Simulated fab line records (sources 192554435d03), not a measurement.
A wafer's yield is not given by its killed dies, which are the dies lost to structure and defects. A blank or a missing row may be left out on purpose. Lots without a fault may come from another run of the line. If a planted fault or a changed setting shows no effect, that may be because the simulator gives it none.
What tool caused it?	flow n5 finfet	22 lots with 66 wafers sampled at 2 steps, on a route of 1938 steps

== WHAT THE GAUGES SHOWED, per wafer ==
N5_BEOL_M6_CD_MEAS_18: pitch 80 nm, target cd 40 nm. Usual: cd nm at 40.6 nm, with a standard deviation of 0.9.
lot	measured	on	cd nm (nm)	flag
L074	day 9 19:26	cd sem-02	40.8 40.4 39.2	
L075	day 10 21:21	cd sem-02	41.3 41.1 40.7	
L078	day 10 21:48	cd sem-03	41.5 42.1 40.7	
L077	day 11 06:22	cd sem-02	37.8 38.6 38.2	
L079	day 11 15:32	cd sem-02	41.0 40.3 42.0	
L082	day 12 03:24	cd sem-03	39.3 38.8 40.2	
L083	day 12 04:56	cd sem-03	40.8 40.1 41.0	
L081	day 12 11:56	cd sem-01	39.6 40.9 41.0	
L080	day 12 13:32	cd sem-02	40.1 40.2 41.4	
L084	day 12 21:15	cd sem-02	41.6 41.4 41.8	
L085	day 13 04:53	cd sem-02	40.6 38.3 39.7	
L088	day 13 12:31	cd sem-02	40.3 41.4 41.5	
L087	day 13 19:25	cd sem-03	41.1 39.8 40.8	
L089	day 14 03:35	cd sem-02	39.4 39.3 40.0	
L086	day 14 06:01	cd sem-02	40.2 41.9 40.7	
L091	day 14 06:16	cd sem-02	40.8 40.1 40.3	
L093	day 14 22:07	cd sem-02	41.0 39.0 40.9	
L092	day 15 03:57	cd sem-02	41.4 40.0 41.0	
L094	day 15 13:23	cd sem-03	41.5 40.6 41.3	
L096	day 15 20:51	cd sem-03	41.0 39.8 41.0	
L095	day 16 04:01	cd sem-03	41.7 40.6 41.5	
L097	day 16 06:25	cd sem-03	38.6 39.6 38.3	

N5_BEOL_M6_INSPECT_30: inspects for defects (brightfield). Usual: raw defect count at 416, with a standard deviation of 95.
lot	measured	on	raw defect count	flag
L074	day 9 20:16	defect inspect-02	395 320 379	
L075	day 11 01:34	defect inspect-02	289 304 427	
L078	day 11 01:44	defect inspect-02	460 485 504	
L077	day 11 09:33	defect inspect-02	545 374 434	
L079	day 11 16:13	defect inspect-01	426 340 399	
L082	day 12 05:10	defect inspect-02	563 557 560	
L083	day 12 05:28	defect inspect-02	286 256 247	
L081	day 12 12:47	defect inspect-02	597 446 441	
L080	day 12 14:45	defect inspect-02	509 485 493	
L084	day 12 22:36	defect inspect-02	377 483 373	
L085	day 13 07:05	defect inspect-01	438 321 370	
L088	day 13 12:55	defect inspect-02	567 585 436	
L087	day 13 23:53	defect inspect-01	343 401 328	
L089	day 14 04:32	defect inspect-02	384 425 309	
L086	day 14 06:29	defect inspect-01	472 417 444	
L091	day 14 08:54	defect inspect-01	317 353 455	
L093	day 14 22:31	defect inspect-02	268 325 228	
L092	day 15 04:56	defect inspect-02	407 462 419	
L094	day 15 14:52	defect inspect-01	388 425 611	
L096	day 15 21:42	defect inspect-01	452 633 471	
L095	day 16 04:32	defect inspect-01	358 354 331	
L097	day 16 07:16	defect inspect-01	485 481 542	

== TOOL THAT RAN EACH LOT (tool first, then ch and the chambers of the sampled wafers, then the start) ==
Before these readings, the record contains no process step.

== AS READ BY THE TOOLS THEMSELVES (means over the sampled wafers that have a number; for cases with no such wafer, the mark the record gives instead) ==
The record holds no such reading with a usual standard deviation.

== THE ANSWER, worked out from the rows above alone ==
Rule: a lot counts as off when the mean over its wafers that have a number is more than 3 standard deviations away from the usual mean. A lot without any number at a reading at which 4 lots or more have one is off too. Where the step has rows for the other lots, those lots are counted as sound. The gauges are gone through in route order, then the tools' own readings, and for those a lot's mean is taken as printed above. The first step at which some lot is off is used, and at that step the reading that is off furthest; a lot without a number counts as furthest.
Nothing can be told from this: no lot is off at any reading shown.

== WHAT HAD BEEN PUT IN BY THE SIMULATOR ==
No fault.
